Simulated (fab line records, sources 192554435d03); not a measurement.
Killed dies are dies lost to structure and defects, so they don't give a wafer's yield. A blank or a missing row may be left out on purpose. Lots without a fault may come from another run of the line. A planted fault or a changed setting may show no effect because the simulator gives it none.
fab line records | flow n5_finfet | part 2 of 2: steps 4 to 6 of 6
record lots=21 wafers=63 last_day=17
route steps=1938 shown WELL_APT@31 FIN_SAQP@136 DUMMY_GATE@218
lots that met no fault: from a run of the same line without faults
start_h: hours from the record's first day to the start of the lot's first wafer shown | wait_h: hours since the lot's step before | " the same as in the row above | L1.1+2: a row that stands for several wafers | - no value, or no start given | * or withheld: withheld | < > ~ a bound
route shown NAME@n: a module of which the file shows steps, and the number in the route of the first | usual: mean/standard deviation of fault-free wafers | same: alike in all rows | chamber/n: place in a boat | sites: the reading at each site | _std_site: their standard deviation | _edge_site: outer sites' mean less inner sites' | radius_mm: how far each site lies from the wafer's centre | mask NAME#n: copy n | behind: the tool/chamber that last shaped the wafer | hold: why the lot was held/for how many hours/how that ended | device: the transistor (n, p or np) that didn't switch | end of line: the same wafers' tests at the end of the route | a step without rows: its recipe alone | killed: dies lost to structure and defects at the first sort, not the wafer's yield | map: a wafer's dies, x killed, . not, _ none there
set.NAME: the setting as run; set.NAME@STEP: as run at that earlier step | model.NAME: the simulator's own value behind a step, which no gauge read
steps of the route over a sample of lots; a table a step, a row a wafer
services: from which hour (start_h, from the record's first day; less than 0 if before it) a tool's chamber was out of use, for how many hours, and why
## steps
# step N5_FIN_SAQP_MANDREL2_REMOVE_60
# recipe chemistry=HBr/Cl2/O2 bt_time_s=10 target=a-Si stop_on=SiNx endpoint=OES-SiCl over_etch_frac=1 icp_w=600 bias_w=22 HBr_flow_sccm=150 Cl2_flow_sccm=80 O2_flow_sccm=5 pressure_mtorr=10
# usual chamber_pressure_mTorr=10.000/0.011 drypump_motor_current_A=5.9/0.54 oes_product_au=0.998/0.019 throttle_valve_pct=36.59/0.27
# columns lot.wafer tool chamber start_h wait_h chamber_pressure_mTorr drypump_motor_current_A oes_product_au rf_hours_counter_h throttle_valve_pct
L074.2 rie_si-02 1 25.19 0.1 10.010 6.3 1.015 2 36.76
L074.3 " 0 " " 10.012 5.8 0.983 131 36.89
L074.5 " 0 " " 9.976 5.8 0.981 - 36.91
L075.1 rie_si-01 2 33.07 0.1 9.993 6.2 1.018 77 36.48
L075.3 " 3 " " 10.013 6.5 1.014 9 36.54
L075.5 " 3 " " 9.996 6.5 1.013 - 36.50
L076.1 rie_si-02 0 37.60 0.1 10.002 5.8 0.972 131 36.91
L076.4 " 2 " " 10.009 6.1 0.968 23 36.36
L076.6 " 1 " " 10.001 6.3 1.013 - 36.77
L077.2 rie_si-01 3 44.02 0.1 10.004 6.5 1.013 9 36.52
L077.5 " 1 " " 10.005 6.4 1.013 - 37.05
L077.6 " 2 " " 10.001 6.2 1.024 - 36.48
L079.1 rie_si-03 0 54.76 0.1 9.993 5.2 0.962 197 36.68
L079.2 " 1 " " 10.005 5.5 0.997 69 36.50
L079.5 " 3 " " 10.011 5.4 1.018 - 35.94
L080.2 rie_si-03 3 62.17 0.1 9.990 5.4 1.027 62 35.94
L080.3 " 0 " " 9.994 5.2 0.963 197 36.69
L080.4 " 1 " " 9.994 5.5 1.008 69 36.49
L081.2 rie_si-02 2 67.10 0.1 9.996 6.1 0.968 23 36.37
L081.4 " 1 " " 9.990 6.3 1.013 3 36.76
L081.5 " 1 " " 10.009 6.3 1.006 - 36.77
L083.1 rie_si-03 2 81.08 0.1 9.995 6.7 1.015 154 36.62
L083.2 " 1 " " 9.994 5.5 1.019 69 36.51
L083.3 " 0 " " 9.995 5.2 0.969 197 36.67
L084.2 rie_si-03 1 86.67 0.1 10.014 5.5 1.010 69 36.51
L084.5 " 2 " " 10.000 6.7 1.016 - 36.63
L084.6 " 3 " " 9.992 5.4 1.027 - 35.94
L086.2 rie_si-03 3 99.62 0.1 10.014 5.4 1.030 62 35.94
L086.4 " 0 " " 10.004 5.2 0.977 - 36.68
L086.6 " 2 " " 9.992 6.7 1.017 - 36.63
L087.1 rie_si-01 2 103.37 0.1 9.993 6.2 1.015 78 36.46
L087.3 " 0 " " 10.019 5.3 0.991 165 36.55
L087.5 " 3 " " 10.006 6.5 1.017 - 36.53
L088.1 rie_si-01 3 111.76 0.1 10.001 6.5 1.011 11 36.54
L088.2 " 0 " " 9.993 5.3 0.981 165 36.55
L088.4 " 1 " " 10.014 6.4 0.994 153 37.05
L089.2 rie_si-01 0 116.69 0.1 10.012 5.3 0.996 165 36.57
L089.3 " 1 " " 9.997 6.4 1.010 154 37.05
L089.5 " 2 " " 10.001 6.2 1.016 - 36.47
L090.2 rie_si-02 1 122.44 0.1 10.010 6.3 1.007 4 36.76
L090.3 " 0 " " 9.943 5.8 0.980 133 36.90
L090.4 " 3 " " 10.006 5.0 0.985 70 36.58
L091.3 rie_si-02 1 127.36 0.1 9.992 6.3 1.003 4 36.75
L091.4 " 0 " " 10.015 5.8 0.974 133 36.89
L091.6 " 0 " " 9.995 5.8 0.976 - 36.91
L092.1 rie_si-02 3 133.59 0.1 9.985 5.0 0.984 70 36.57
L092.2 " 2 " " 10.022 6.1 0.979 24 36.35
L092.5 " 0 " " 10.009 5.8 0.990 - 36.88
L093.4 rie_si-01 1 140.21 0.1 10.012 6.4 0.998 154 37.06
L093.5 " 0 " " 10.002 5.3 0.993 - 36.55
L093.6 " 1 " " 10.007 6.4 1.007 - 37.04
L094.2 rie_si-01 2 146.14 0.1 9.996 6.2 1.030 79 36.48
L094.3 " 0 " " 9.991 5.3 0.990 166 36.56
L094.4 " 3 " " 10.015 6.5 1.028 11 36.52
L095.1 rie_si-01 3 152.09 0.1 10.018 6.5 1.020 11 36.51
L095.4 " 2 " " 10.010 6.2 1.013 79 36.48
L095.5 " 0 " " 10.005 5.3 1.007 - 36.53
L096.1 rie_si-01 0 158.27 0.1 9.997 5.3 0.983 166 36.55
L096.2 " 1 " " 10.008 6.4 1.002 154 37.04
L096.6 " 1 " " 9.982 6.4 0.998 - 37.03
L097.1 rie_si-02 1 163.34 0.1 10.006 6.3 1.013 5 36.78
L097.3 " 0 " " 9.982 5.8 0.969 134 36.89
L097.5 " 0 " " 10.003 5.8 0.976 - 36.89
# step N5_DUMMY_GATE_CMP_04
# recipe material=a-Si post_cmp_clean=alkaline_brush
# usual edge_zone_pressure_frac=1.000/0.0049 motor_current_A=10.1/0.88 time_to_endpoint_s=13.9/2.8
# columns lot.wafer tool chamber start_h wait_h edge_zone_pressure_frac motor_current_A time_to_endpoint_s
L074.3 cmp-04 0 40.87 0.1 1.004 8.7 14.9
L074.2 " 2 " " 1.005 8.9 12.6
L074.5 " 3 " " 0.998 11.6 13.8
L075.3 cmp-02 1 48.95 0.1 0.998 10.4 11.3
L075.1 " 3 " " 1.007 10.4 12.0
L075.5 " 0 " " 0.999 10.0 13.9
L076.4 cmp-03 1 52.92 0.1 1.003 9.3 11.9
L076.1 " 3 " " 1.001 9.5 11.8
L076.6 " 1 " " 0.999 9.1 11.0
L077.2 cmp-04 2 59.93 0.1 0.994 9.6 12.7
L077.5 " 2 " " 0.994 9.6 12.2
L077.6 " 3 " " 1.000 11.6 17.8
L079.1 cmp-04 1 69.66 0.0 1.004 10.6 12.8
L079.2 " 0 " " 1.005 9.0 14.4
L079.5 " 1 " " 1.008 10.9 12.8
L080.4 cmp-02 0 77.98 0.1 0.997 10.4 18.1
L080.2 " 1 " " 0.996 10.3 15.6
L080.3 " 2 " " 0.999 9.8 18.0
L081.2 cmp-04 3 82.56 0.0 1.004 11.9 15.6
L081.4 " 0 " " 0.995 8.6 13.7
L081.5 " 0 " " 0.996 8.5 15.9
L083.3 cmp-04 1 99.51 0.0 1.005 10.4 10.9
L083.2 " 2 " " 1.001 9.2 8.2
L083.1 " 3 " " 0.999 11.7 10.4
L084.2 cmp-02 2 103.71 0.1 0.986 9.8 16.3
L084.6 " 3 " " 0.998 10.6 18.2
L084.5 " 0 " " 1.002 10.1 18.2
L086.2 cmp-03 1 115.48 0.1 1.007 9.0 13.8
L086.4 " 2 " " 1.004 11.0 14.1
L086.6 " 0 " " 1.010 10.5 16.5
L087.1 cmp-03 0 119.09 0.1 1.008 10.3 15.4
L087.3 " 1 " " 1.003 9.3 10.1
L087.5 " 2 " " 1.010 10.6 14.0
L088.2 cmp-02 2 126.80 0.0 1.003 10.0 18.5
L088.4 " 0 " " 1.004 10.0 18.4
L088.1 " 1 " " 0.996 9.9 15.3
L089.2 cmp-04 2 132.12 0.1 0.997 9.5 16.0
L089.3 " 3 " " 1.000 12.0 18.4
L089.5 " 2 " " 0.997 9.4 12.8
L090.2 cmp-02 3 137.25 0.0 1.001 10.7 17.0
L090.4 " 1 " " 1.007 10.4 12.5
L090.3 " 2 " " 0.995 9.4 17.3
L091.4 cmp-03 0 142.42 0.1 0.991 10.9 18.4
L091.3 " 3 " " 0.998 9.9 12.0
L091.6 " 1 " " 0.997 8.6 10.8
L092.1 cmp-03 3 148.56 0.0 1.001 9.8 11.5
L092.2 " 0 " " 1.001 10.3 17.1
L092.5 " 3 " " 1.001 9.5 10.6
L093.4 cmp-03 1 156.23 0.1 0.997 8.7 9.5
L093.6 " 2 " " 1.003 10.7 13.1
L093.5 " 3 " " 0.999 9.7 9.1
L094.4 cmp-03 0 161.67 0.1 1.006 10.0 18.1
L094.2 " 1 " " 0.997 9.4 13.8
L094.3 " 2 " " 0.998 11.3 12.8
L095.4 cmp-04 2 166.84 0.1 1.003 9.3 11.2
L095.1 " 3 " " 0.994 12.2 16.3
L095.5 " 2 " " 0.997 9.3 12.1
L096.2 cmp-04 1 173.80 0.0 0.996 10.9 15.0
L096.1 " 3 " " 1.010 11.4 15.4
L096.6 " 1 " " 0.992 10.4 13.4
L097.1 cmp-04 0 178.59 0.1 1.001 8.9 15.1
L097.3 " 1 " " 0.996 10.7 14.8
L097.5 " 0 " " 1.005 8.8 15.9
# step N5_DUMMY_GATE_ETCH_44
# recipe chemistry=HBr/O2 over_etch_frac=0.7 target_depth_a=1275 stop_on=SiO2 ion_energy_ev=60 bias_w=20 target=poly-Si mask_material=SiO2 pressure_mtorr=20 icp_w=400 HBr_flow_sccm=120 O2_flow_sccm=10
# usual chamber_pressure_mTorr=20.002/0.023 drypump_motor_current_A=6.0/0.37 oes_product_au=0.729/0.017 throttle_valve_pct=18.40/0.28
# columns lot.wafer tool chamber start_h wait_h chamber_pressure_mTorr drypump_motor_current_A oes_product_au rf_hours_counter_h throttle_valve_pct
L074.2 rie_si-04 1 46.81 0.0 19.976 5.7 0.746 182 18.41
L074.3 " 0 " " 20.014 6.2 0.725 186 18.78
L074.5 " 1 " " 20.027 5.7 0.752 - 18.40
L075.1 rie_si-04 1 54.47 0.0 19.978 5.7 0.743 182 18.42
L075.3 " 0 " " 20.009 6.2 0.717 187 18.79
L075.5 " 2 " " 20.004 6.7 0.695 - 18.35
L076.1 rie_si-06 1 58.41 0.0 20.027 5.4 0.751 12 18.31
L076.4 " 0 " " 20.002 6.3 0.708 1 18.18
L076.6 " 2 " " 19.975 5.8 0.736 - 18.67
L077.2 rie_si-05 0 65.57 0.0 20.000 6.1 0.729 0 18.08
L077.5 " 0 " " 20.030 6.1 0.740 - 18.08
L077.6 " 3 " " 19.987 6.2 0.717 - 18.54
L079.1 rie_si-04 1 75.12 0.0 20.006 5.7 0.724 182 18.43
L079.2 " 2 " " 20.005 6.7 0.702 7 18.35
L079.5 " 1 " " 20.027 5.7 0.726 - 18.43
L080.2 rie_si-05 1 83.81 0.0 20.014 6.5 0.733 114 18.05
L080.3 " 3 " " 19.971 6.2 0.719 106 18.53
L080.4 " 2 " " 19.989 5.6 0.757 113 18.20
L081.2 rie_si-05 3 88.06 0.0 19.997 6.1 0.718 106 18.54
L081.4 " 1 " " 20.018 6.4 0.719 114 18.06
L081.5 " 3 " " 20.011 6.1 0.707 - 18.52
L083.1 rie_si-06 3 107.50 0.0 20.030 5.5 0.736 187 19.02
L083.2 " 2 " " 19.984 5.8 0.736 3 18.68
L083.3 " 0 " " 19.997 6.3 0.701 2 18.16
L084.2 rie_si-05 1 109.32 0.0 20.000 6.4 0.720 114 18.06
L084.5 " 1 " " 20.000 6.4 0.721 - 18.07
L084.6 " 2 " " 20.014 5.6 0.758 - 18.20
L086.2 rie_si-04 3 121.02 0.0 19.984 5.9 0.726 54 18.45
L086.4 " 2 " " 20.000 6.7 0.695 8 18.33
L086.6 " 2 " " 19.979 6.7 0.708 - 18.32
L087.1 rie_si-05 3 124.84 0.0 19.985 6.2 0.719 107 18.55
L087.3 " 1 " " 20.017 6.4 0.716 115 18.04
L087.5 " 1 " " 20.006 6.4 0.717 - 18.04
L088.1 rie_si-05 1 132.34 0.0 19.976 6.4 0.716 115 18.06
L088.2 " 3 " " 19.971 6.1 0.724 107 18.53
L088.4 " 0 " " 20.004 6.1 0.752 2 18.08
L089.2 rie_si-06 3 137.64 0.0 19.996 5.5 0.736 188 19.02
L089.3 " 1 " " 19.984 5.5 0.767 13 18.31
L089.5 " 2 " " 20.008 5.8 0.732 - 18.68
L090.2 rie_si-04 0 143.71 0.0 20.032 6.3 0.719 188 18.78
L090.3 " 2 " " 20.011 6.7 0.716 9 18.34
L090.4 " 3 " " 19.975 5.9 0.747 54 18.48
L091.3 rie_si-04 0 147.85 0.0 19.982 6.2 0.702 188 18.81
L091.4 " 3 " " 19.995 5.9 0.743 55 18.45
L091.6 " 2 " " 20.000 6.7 0.703 - 18.33
L092.1 rie_si-06 2 155.99 0.0 20.000 5.8 0.731 4 18.69
L092.2 " 1 " " 20.011 5.5 0.756 14 18.33
L092.5 " 2 " " 19.990 5.8 0.726 - 18.68
L093.4 rie_si-06 1 161.79 0.0 20.022 5.5 0.754 14 18.33
L093.5 " 0 " " 19.979 6.3 0.704 - 18.18
L093.6 " 1 " " 19.986 5.5 0.744 - 18.33
L094.2 rie_si-05 1 167.09 0.0 19.977 6.4 0.715 116 18.05
L094.3 " 0 " " 20.039 6.1 0.738 2 18.07
L094.4 " 3 " " 20.004 6.2 0.714 107 18.53
L095.1 rie_si-05 3 172.46 0.0 19.995 6.1 0.715 108 18.53
L095.4 " 0 " " 19.979 6.1 0.729 2 18.08
L095.5 " 0 " " 20.000 6.1 0.737 - 18.09
L096.1 rie_si-04 1 179.46 0.0 20.004 5.7 0.732 184 18.42
L096.2 " 0 " " 19.992 6.3 0.717 189 18.78
L096.6 " 2 " " 19.995 6.7 0.701 - 18.33
L097.1 rie_si-04 1 184.02 0.0 19.975 5.7 0.749 184 18.42
L097.3 " 3 " " 20.014 5.9 0.737 55 18.47
L097.5 " 3 " " 20.037 5.9 0.734 - 18.45
## services
# columns tool chamber start_h hours kind
rie_si-04 1 -8.78 9.9 repair
cmp-04 - -6.66 5.1 pm
cmp-02 - -4.59 4.0 pm
cmp-02 - 1.64 3.1 repair
rie_diel-06 2 2.24 10.3 repair
cmp-04 - 7.44 4.0 pm
cmp-02 - 12.32 0.3 repair
cmp-03 - 17.79 5.7 pm
rie_si-01 1 38.15 1.3 repair
cmp-03 - 38.44 4.0 pm
rie_si-01 0 40.30 3.2 repair
rie_diel-06 - 54.77 0.3 repair
rie_diel-03 2 54.77 2.2 repair
cmp-04 - 56.71 1.4 repair
rie_si-05 - 63.39 0.7 repair
rie_si-05 3 66.05 7.8 repair
rie_diel-01 3 68.92 12.7 repair
rie_si-05 2 73.10 2.0 repair
rie_diel-06 - 89.79 0.7 repair
rie_si-02 3 104.78 3.9 repair
cmp-04 - 131.04 0.9 repair
rie_diel-03 2 140.46 3.9 repair
rie_si-04 1 164.23 2.8 repair
rie_si-05 - 181.92 2.8 pm
